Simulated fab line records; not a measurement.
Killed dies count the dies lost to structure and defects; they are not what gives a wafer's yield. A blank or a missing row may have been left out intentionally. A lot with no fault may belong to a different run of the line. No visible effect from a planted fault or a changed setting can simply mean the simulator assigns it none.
What tool caused it?	flow nand harc	6 lots, 18 wafers sampled, at 5 steps of a route of 1159

## WHAT THE GAUGES READ, wafer by wafer
NHARC_END_SORT_01.
lot	measured	on	killed at array
L780	day 26 23:06	prober-02	16 677 25
L790	day 27 19:00	prober-01	44 52
L791	day 29 16:39	prober-02	32

## WHAT TOOL EACH LOT RAN ON (gives the tool, then ch and the chambers of the sampled wafers, and finally the start)
lot	NHARC_A_STAIRCASE_DESCUM_219	NHARC_A_STAIRCASE_TRIM_226	NHARC_A_STAIRCASE_ETCH_230	NHARC_A_STAIRCASE_ETCH_232
L769	rie diel-04 ch 1,2, day 13 23:28	rie diel-04 ch 0,1,3, day 14 01:07 or earlier	rie diel-05 ch 0,1, day 14 01:07	rie diel-05 ch 0,2,3, no start
L770	rie diel-05 ch 0,2, day 14 05:13	rie diel-05 ch 0,3, day 14 07:18 or earlier	rie diel-05 ch 0,1,3, day 14 07:18	rie diel-05 ch 0,2,3, no start
L780	rie diel-05 ch 2,3, day 14 21:37	rie diel-05 ch 1,2, day 14 23:14 or earlier	rie diel-11 ch 0,2, day 14 23:14	rie diel-11 ch 1,2, day 26 23:06 or earlier
L785	rie diel-11 ch 1,3, day 15 15:19	rie diel-11 ch 1,2,3, day 15 16:54 or earlier	rie diel-05 ch 0,1,2, day 15 16:54	rie diel-05 ch 0,2, no start
L790	rie diel-11 ch 0,1,2, day 15 22:21	rie diel-11 ch 0,2, day 15 23:50 or earlier	rie diel-05 ch 1,2,3, day 15 23:50	rie diel-05 ch 0,1,2, day 27 19:00 or earlier
L791	rie diel-04 ch 0,2,3, day 16 20:21	rie diel-04 ch 1,2,3, day 16 21:41 or earlier	rie diel-04 ch 1,3, day 16 21:41	rie diel-04 ch 1,2, day 29 16:39 or earlier
- NHARC_A_STAIRCASE_DESCUM_219: chemistry O2, time 3 s.
- NHARC_A_STAIRCASE_TRIM_226: chemistry O2, time 211.2 s.
- NHARC_A_STAIRCASE_ETCH_230: etches the open film in C4F8/O2, target depth 100 nm, time 40.5 s.
- NHARC_A_STAIRCASE_ETCH_232: etches the open film in C4F8/O2, target depth 100 nm, time 40.5 s.

## THE ANSWER, worked out from the rows above alone
Rule: what is usual is taken from the lots themselves. Put in order of their means at a reading, lots are off if they are a third of the lots or fewer, leave a main group of 4 or more, and stand apart from it by a gap of 3 or more times the standard deviation of the main group's means; of several such gaps the widest counts. If all means in a main group match to the digits the tables above print for the reading, that group is not used. A lot without any number at a reading at which 4 lots or more have one is off too. Any other lot the step has rows for is counted as sound.
No lot is off on any of the readings shown, so nothing can be concluded from this.

## WHAT THE SIMULATOR PUT IN
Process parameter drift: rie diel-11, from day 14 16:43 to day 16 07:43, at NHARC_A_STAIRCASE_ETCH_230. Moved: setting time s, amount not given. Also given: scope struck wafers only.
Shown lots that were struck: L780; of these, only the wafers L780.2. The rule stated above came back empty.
